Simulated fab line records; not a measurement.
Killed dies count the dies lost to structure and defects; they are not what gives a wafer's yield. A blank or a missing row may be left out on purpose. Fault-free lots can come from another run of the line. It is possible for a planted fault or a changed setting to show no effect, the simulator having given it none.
Comparing a struck lot with a sound one :: flow n5-finfet :: 16 out of 1938 route steps
Sound: wafers L599.1, L599.4, L599.6. Struck: wafers L607.3, L607.5. (L607.1 of the same lot was not struck and is left out.) The cause comes at the end.
Per side, at each step with rows, come the tool, then ch with its chambers, and then its first start. Under that, the readings that differ: sound wafers :: struck wafers :: difference of the means :: sigmas: that difference in standard deviations of wafers without a fault.
alike: words and numbers the same on both sides, and readings whose means are apart by under 2 such deviations; not compared: readings that were withheld, readings missing a value for some wafer, numbers with overlapping values and no deviation given by the record, and bounds like >300 which may hide the same value.
A row with sigmas, a row that says differs or no value, or rows on one side alone: a step with any of these is where the two part. When numbers do not overlap yet have no deviation, they are printed without sigmas and do not part them. A reading missing from all wafers of one side parts the sides only when that side holds two or more wafers.

first, 8 steps without rows for these wafers: N5_BEOL_M1_COAT_62 (time 60 s, resist thk 12 nm); N5_BEOL_M1_COAT_73 (time 60 s, resist thk 5 nm); N5_BEOL_M1_COAT_05 (resist thk 30 nm); N5_BEOL_M1_EBR_07; N5_BEOL_M1_SOFTBAKE_06 (time 60 s); N5_BEOL_M1_EXPOSE_08 (exposes mask M1); N5_BEOL_M1_PEB_09 (peb time 60 s); N5_BEOL_M1_DEVELOP_10 (develop time 30 s).
N5_BEOL_M1_CD_MEAS_11: the cd target is 17.05 nm.
  sound on cd-sem-03 ch 0, day 8 10:38; struck on cd-sem-02 ch 0, day 10 15:21
  alike: cd-nm
N5_BEOL_M1_OVL_MEAS_12:
  sound on overlay-02 ch 0, day 8 10:40; struck on overlay-01 ch 0, day 10 15:23
  alike: M1_OVL
N5_BEOL_M1_INSPECT_13: inspects for defects (brightfield).
  sound on defect-inspect-01 at day 8 10:43; struck on defect-inspect-02 at day 10 15:26
  alike: raw-defect-count
N5_BEOL_M1_DESCUM_16: chemistry O2, time 7 s.
  sound on rie-diel-05 ch 1,2,3, day 8 10:55; struck on rie-diel-05 ch 0, day 10 15:29
reading: rf-vpp-V (V)
sound: 245.0 242.1 244.1
struck: 241.6 241.1
difference: -2.4
sigmas: -2

reading: showerhead-plenum-p-Torr (Torr)
sound: 2.11 2.11 2.13
struck: 2.02 2.02
difference: -0.10
sigmas: -2
  alike: bias-power-w, drypump-motor-current-A, oes-product-au, throttle-valve-pct
  not compared: rf-hours-counter-h
N5_BEOL_M1_ETCH_74: etches underlayer in N2/H2, target depth 6.5 nm, time 5.2 s.
  sound on rie-diel-05 ch 1,2,3, day 8 10:57; struck on rie-diel-05 ch 0, day 10 15:31
reading: etch-rf-on-time-s (s)
sound: 5.45 5.23 4.78
struck: 6.18 6.19
difference: +1.03
sigmas: +5

reading: oes-product-au (a.u.)
sound: 0.70 0.74 0.84
struck: 0.60 0.58
difference: -0.17
sigmas: -2

reading: rf-vpp-V (V)
sound: 527.7 528.3 524.7
struck: 521.2 521.1
difference: -5.7
sigmas: -3

reading: showerhead-plenum-p-Torr (Torr)
sound: 2.57 2.58 2.63
struck: 2.47 2.47
difference: -0.12
sigmas: -2

reading: throttle-valve-pct (%)
sound: 17.47 17.49 17.95
struck: 18.15 18.08
difference: +0.48
sigmas: +2
  alike: drypump-motor-current-A
  not compared: rf-hours-counter-h
N5_BEOL_M1_ETCH_63: etches SiARC in CF4, target depth 15.6 nm, time 26 s.
  sound on rie-diel-05 ch 1,2,3, day 8 10:58; struck on rie-diel-05 ch 0, day 10 15:32
reading: showerhead-plenum-p-Torr (Torr)
sound: 2.18 2.15 2.19
struck: 2.07 2.07
difference: -0.10
sigmas: -2
  alike: drypump-motor-current-A, etch-rf-on-time-s, oes-product-au, rf-vpp-V, throttle-valve-pct
  not compared: rf-hours-counter-h
N5_BEOL_M4_RC_MEAS_101:
  sound on prober-02 ch 0, day 10 01:52; struck on prober-01 ch 0, day 12 06:40
  alike: DIBL_N, DIBL_P, IOFF_N, IOFF_P, ION_N, ION_P, SS_N, SS_P, VT_N, VT_P
-- the record jumps here: 4 days lie between the struck wafers' starts before and after (it left off in module BEOL_M4 and takes up again in module PASSIVATION, whose first step shown is number 1936 of the route) --
N5_PASSIVATION_PROBE_49:
  sound on prober-01 at day 14 13:38; struck on prober-01 at day 16 18:03
reading: killed-at-front-end
sound: 41 45 45
struck: 12 14
difference: -31
sigmas: -2

reading: killed-short
sound: 32 41 30
struck: 20 15
difference: -17
sigmas: -2
  alike: defect-limited-yield, killed_at_M0_to_M3, killed_at_M4_up, killed-at-contacts, killed-at-other, killed-dies, killed-open, sort_bin_4_leakage, sort_bin_5_function, sort_bin_6_memory, sort_bin_8_speed, sort-n-pass, sort-yield-pct

WHERE THEY PART
Earliest at N5_BEOL_M1_DESCUM_16; latest, in this record, at N5_PASSIVATION_PROBE_49.

WHY: what the simulator had put in
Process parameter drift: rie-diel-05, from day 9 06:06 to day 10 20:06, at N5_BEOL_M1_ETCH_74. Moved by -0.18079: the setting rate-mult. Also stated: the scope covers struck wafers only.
